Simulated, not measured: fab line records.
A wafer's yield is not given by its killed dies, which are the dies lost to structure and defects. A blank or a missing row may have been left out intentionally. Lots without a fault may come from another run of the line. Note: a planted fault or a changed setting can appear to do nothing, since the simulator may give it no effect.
Split-lot experiment    flow n5-finfet    route with 1938 steps; 7 lots, 21 wafers read

== ABOUT THE SPLIT ==
At N5_BEOL_M13_ETCH_59 (etches BARC in N2/H2, target depth 89 nm, overetch 26.7 nm, time 67.9 s), the setting time-s was moved away from the recipe's 67.9 s on 9 of the 21 wafers read, by +9.0% to +21.1%. All remaining wafers had this setting at the recipe value.

Between the split and the reading, the file records no step.

== THE READING ==
coat_of_BEOL_M13_COAT_04.thk-nm (the simulator's own value, which no gauge read), in nm, at N5_BEOL_M13_VIA_ETCH_16 (etches SiOC in C4F8/O2/Ar, target depth 921.7 nm). There is no usual value for it anywhere in the file. Across the 12 wafers here that went through the recipe, the average is 68.7 nm and the standard deviation 3.9 nm.

wafer   tool, chamber at the split  time-s as run, s  against the recipe  coat_of_BEOL_M13_COAT_04.thk-nm, nm  against lot-mates on the recipe
L075.1  rie-diel-05, 2              82.2              +21.1%              57.6                                 -13.5
L075.3  rie-diel-05, 1              67.9              recipe              71.6                                 -
L075.5  rie-diel-05, 0              67.9              recipe              70.6                                 -
L082.1  rie-diel-06, 1              80.4              +18.4%              59.2                                 -14.0
L082.4  rie-diel-06, 2              67.9              recipe              73.2                                 -
L082.5  rie-diel-06, 3              80.4              +18.4%              61.2                                 -12.0
L081.4  rie-diel-06, 1              67.9              recipe              64.8                                 -
L081.5  rie-diel-06, 2              67.9              recipe              65.8                                 -
L081.6  rie-diel-06, 3              67.9              recipe              63                                   -
L085.2  rie-diel-03, 1              74.03             +9.0%               69.6                                 -4.8
L085.4  rie-diel-03, 0              67.9              recipe              74.4                                 -
L085.6  rie-diel-03, 1              74.03             +9.0%               66                                   -8.4
L086.4  rie-diel-03, 1              80.78             +19.0%              57.6                                 -14.4
L086.5  rie-diel-03, 0              67.9              recipe              72                                   -
L086.6  rie-diel-03, 1              80.78             +19.0%              59.8                                 -12.2
L089.4  rie-diel-06, 0              67.9              recipe              62                                   -
L089.5  rie-diel-06, 2              76.41             +12.5%              58                                   -4.0
L089.6  rie-diel-06, 3              76.41             +12.5%              62                                   +0.0
L097.1  rie-diel-03, 0              67.9              recipe              67.8                                 -
L097.2  rie-diel-03, 1              67.9              recipe              71                                   -
L097.3  rie-diel-03, 3              67.9              recipe              68                                   -

FIT RESULTS
A straight line over all 21 wafers: coat_of_BEOL_M13_COAT_04.thk-nm changes by -0.51 nm for each +1% of time-s; r = -0.78; the points scatter about the line by 3.6 nm.
The same after taking each lot's own level away (the mean of its wafers on the recipe; 21 wafers): -0.633 nm for each +1%; r = -0.92; scatter 2.4 nm.
That fit puts the effect of the largest move of time-s on the reading at 13 nm.
The span of the lots' own levels, 62.00 to 74.40 nm, comes to 3.2 times the standard deviation stated above.
So the lot-to-lot level blurs the effect unless lot-mates are compared.
Check: with one of the wafers moved furthest among these (+21.1%) left out of the fit, the line predicts -13 nm for it against its lot-mates. It came out at -13.5 nm against them.

== FURTHER SPLITS ON THESE WAFERS ==
Note: prior to the reading, these wafers also went through further splits. Each is held against what the fit with the lots' levels taken away leaves over:
other split on the same wafers    wafers away from the commonest value  r with coat_of_BEOL_M13_COAT_04.thk-nm (lot level and that fit taken away)
N5_BEOL_M12_ETCH_59 h2-flow-sccm  8                                     -0.52
N5_BEOL_M13_EXPOSE_07 dose-mj     8                                     +0.21

== THE WHOLE CHAIN: every reading that the file lists as answering this split, in the file's order ==
step                     what it does                                                             reading                                                                           change (the file's fit)                r (the file's)
N5_BEOL_M13_ETCH_59      etches BARC in N2/H2, target depth 89 nm, overetch 26.7 nm, time 67.9 s  coat_of_BEOL_M13_COAT_04.thk-nm (the simulator's own value, which no gauge read)  -0.721 nm for each +1% of the setting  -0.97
N5_BEOL_M13_VIA_ETCH_16  etches SiOC in C4F8/O2/Ar, target depth 921.7 nm                         coat_of_BEOL_M13_COAT_04.thk-nm (the simulator's own value, which no gauge read)  -0.623 nm for each +1% of the setting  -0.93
N5_BEOL_M13_STRIP_63     strips in N2/H2                                                          strip-time-to-endpoint-s                                                          withheld for each +1% of the setting   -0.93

== FILE'S OWN FIT ==
coat_of_BEOL_M13_COAT_04.thk-nm changes by -0.623 nm for each +1% of time-s, r = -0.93.
